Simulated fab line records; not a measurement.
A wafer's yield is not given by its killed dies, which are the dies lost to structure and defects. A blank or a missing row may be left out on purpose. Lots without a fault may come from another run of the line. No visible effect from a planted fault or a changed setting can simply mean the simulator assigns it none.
Matching of chambers | flow n5 finfet | rie diel-02 running N5_BEOL_M6_DESCUM_33: 4 sister chambers
The step chemistry O2, time 7 s. 4 wafers are shown with their chamber, then 7 later ones without.

== WAFERS PAIRED WITH THEIR CHAMBERS ==
wafer  | chamber | drypump motor current A (A)
L088.3 | 3       | 6.1
L088.6 | 1       | 6.3
L089.1 | 0       | 5.5
L089.3 | 2       | 5.8

== WAFERS MISSING THEIR CHAMBER ==
wafer  | drypump motor current A (A)
L089.4 | 6.1
L093.1 | 5.8
L093.3 | 6.1
L093.4 | 5.5
L097.2 | 5.6
L097.4 | 6.3
L097.5 | 5.8

== CHAMBER TAKEN BY EACH ==
wafer  | from the rows above | in truth
L089.4 | 3                   | 3
L093.1 | 2                   | 2
L093.3 | 3                   | 3
L093.4 | 0                   | 0
L097.2 | 0                   | 0
L097.4 | 1                   | 1
L097.5 | 2                   | 2
7 of 7 placed correctly. Number that these rows cannot place: 0. Number placed wrongly: 0.
How it was worked out, from the rows above alone: a wafer's distance from a chamber is the root of the sum, over the readings, of the square of ((its reading less the chamber's mean) divided by the reading's scatter). If the next closest chamber is less than 2 further off than the closest, the wafer can't be placed; otherwise it belongs to the closest. For every chamber, the mean is computed from those of its wafers that are shown. The scatter: root of mean squared gap, hidden wafer to nearest shown wafer, with one shown wafer a chamber.
